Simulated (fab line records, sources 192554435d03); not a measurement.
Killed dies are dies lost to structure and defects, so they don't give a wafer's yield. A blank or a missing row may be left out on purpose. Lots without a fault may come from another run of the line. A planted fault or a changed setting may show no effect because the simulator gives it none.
Chamber matching | flow n5_finfet | N5_BEOL_M3_PRE_CLEAN_60 on cvd_co-01: 3 sister chambers
The step time 15 s. 6 wafers are shown with their chamber, then 12 later ones without.

WAFERS WITH THEIR CHAMBER
wafer  | chamber | heater_power_w (W) | rf_fwd_power_W (W)
L089.1 | 2       | 83                 | 296.5
L089.4 | 0       | 96                 | 298.0
L089.5 | 1       | 86                 | 299.4
L091.2 | 2       | 82                 | 296.0
L091.3 | 1       | 86                 | 300.1
L091.6 | 0       | 97                 | 297.3

WAFERS WITHOUT THEIR CHAMBER
wafer  | heater_power_w (W) | rf_fwd_power_W (W)
L092.2 | 97                 | 298.5
L092.3 | 86                 | 297.3
L092.4 | 85                 | 297.2
L094.2 | 82                 | 297.6
L094.3 | 97                 | 297.3
L094.5 | 86                 | 297.9
L097.1 | 96                 | 297.5
L097.3 | 83                 | 295.1
L097.5 | 97                 | 297.9
L096.1 | 97                 | 297.7
L096.3 | 86                 | 298.0
L096.5 | 83                 | 297.8

WHICH CHAMBER EACH WENT THROUGH
wafer  | from the rows above     | in truth
L092.2 | 0                       | 0
L092.3 | can't be placed: 1 or 2 | 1
L092.4 | can't be placed: 2 or 1 | 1
L094.2 | 2                       | 2
L094.3 | 0                       | 0
L094.5 | 1                       | 1
L097.1 | 0                       | 0
L097.3 | 2                       | 2
L097.5 | 0                       | 0
L096.1 | 0                       | 0
L096.3 | 1                       | 1
L096.5 | 2                       | 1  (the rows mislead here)
Placed correctly: 9 of 12. Can't be placed from these rows: 2 (the true chamber is among the candidates in 2). Placed wrongly: 1.
How it was worked out, from the rows above alone: a wafer's distance from a chamber is the root of the sum, over the readings, of the square of ((its reading less the chamber's mean) divided by the reading's scatter). The wafer belongs to the nearest chamber; if the next one is less than 2 further off, it can't be placed. A chamber's mean is the mean of its shown wafers. The scatter: the root of (the sum of the squares of (reading less its chamber's mean) over the shown wafers, divided by (wafers less chambers)).
